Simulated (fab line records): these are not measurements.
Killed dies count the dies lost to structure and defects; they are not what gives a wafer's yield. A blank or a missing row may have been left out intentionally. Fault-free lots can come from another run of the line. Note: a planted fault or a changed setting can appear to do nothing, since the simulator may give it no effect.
The same fault as seen by 2 desks | flow n5_finfet | each desk holds nothing but its own numbers, with what lay behind them at the end

## METROLOGY DESK
Means of the sampled wafers that have a number, per lot and without regard to the tool the lot ran on: this is what the gauges read. Marked OUT: a lot whose mean sits more than 4 standard deviations from the usual mean, which makes it out of limits; the brackets give that distance. Only the readings that lie furthest out on some lot appear, 7 of the 11 it has.
Columns: A = cd_nm at N5_MOL_CONTACT_COAG_CD_MEAS_101, usual 16.0 nm; B = DIBL_N at N5_BEOL_M4_RC_MEAS_101, usual 37.2 mV/V; C = IOFF_N at N5_BEOL_M4_RC_MEAS_101, usual 0.18 nA/um; D = ION_P at N5_BEOL_M4_RC_MEAS_101, usual 466 uA/um; E = SS_P at N5_BEOL_M4_RC_MEAS_101, usual 73.5 mV/dec; F = VT_N at N5_BEOL_M4_RC_MEAS_101, usual 249 mV; G = VT_P at N5_BEOL_M4_RC_MEAS_101, usual -248 mV
lot  | first seen here | A    | B    | C    | D   | E    | F   | G
L498 | day 5 03:28     | 15.7 | 37.0 | 0.17 | 467 | 73.1 | 248 | -249
L503 | day 6 11:53     | 16.4 | 36.5 | 0.18 | 468 | 73.2 | 248 | -248
L504 | day 6 18:37     | 15.9 | 35.2 | 0.14 | 464 | 73.1 | 251 | -249
L507 | day 7 06:46     | 15.6 | 34.9 | 0.16 | 475 | 73.6 | 249 | -243
L509 | day 8 00:39     | 16.0 | 40.5 | 0.23 | 466 | 74.3 | 245 | -246
L512 | day 9 17:38     | 16.2 | 38.5 | 0.19 | 468 | 74.0 | 248 | -247
L517 | day 10 19:00    | 16.0 | 37.5 | 0.15 | 458 | 73.8 | 255 | -254
L515 | day 10 22:04    | 16.0 | 38.3 | 0.20 | 473 | 74.0 | 249 | -246
L520 | day 11 03:33    | 16.1 | 34.0 | 0.13 | 469 | 72.5 | 251 | -250
L521 | day 11 12:49    | 16.0 | 37.8 | 0.19 | 464 | 73.9 | 250 | -247
This desk found nothing out of limits on any of the 10 lots.

## FOR THE TOOL OWNER'S DESK: litho_track-03
The tool's own readings at N5_BEOL_M0_SAQP_COAT_08 (resist thk 90 nm): means of the sampled wafers that have a number, for each lot that ran on this tool. Marked OUT: a lot whose mean sits more than 4 standard deviations from the usual mean, which makes it out of limits; the brackets give that distance.
Columns: A = spin_speed_rpm at N5_BEOL_M0_SAQP_COAT_08, usual 1499.8 rpm
lot  | first seen here | A
L498 | day 5 09:42     | 1499.9
L503 | day 6 17:04     | 1499.0
L504 | day 7 00:15     | 1500.8
L507 | day 7 12:52     | 1499.8
L509 | day 8 08:05     | 1499.7
L512 | day 10 01:16    | 1500.0
L517 | day 11 00:00    | 1202.9 (-99 or more) OUT
L515 | day 11 03:38    | 1204.6 (-99 or more) OUT
This desk's finding: out of limits on L515, L517; first on L517, day 11 00:00 (spin_speed_rpm at N5_BEOL_M0_SAQP_COAT_08). In limits: L498, L503, L504, L507, L509, L512.

## ALL TOGETHER
An alarm could have come from the tool owner's desk at day 11 00:00, on L515, L517.
From the metrology desk's view, nothing was out of limits.
The metrology desk has L515, L517 on record, within its limits.
Of the lots named, all ran N5_BEOL_M0_SAQP_COAT_08 on litho_track-03.

## WHAT HAD BEEN PUT IN BY THE SIMULATOR
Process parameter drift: litho_track-03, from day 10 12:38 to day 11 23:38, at N5_BEOL_M0_SAQP_COAT_08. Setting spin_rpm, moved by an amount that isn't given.
Struck lots among those shown: L515, L517.
Delay in hours, fault start to first out-of-limits reading, by desk: the tool owner's desk at 11.
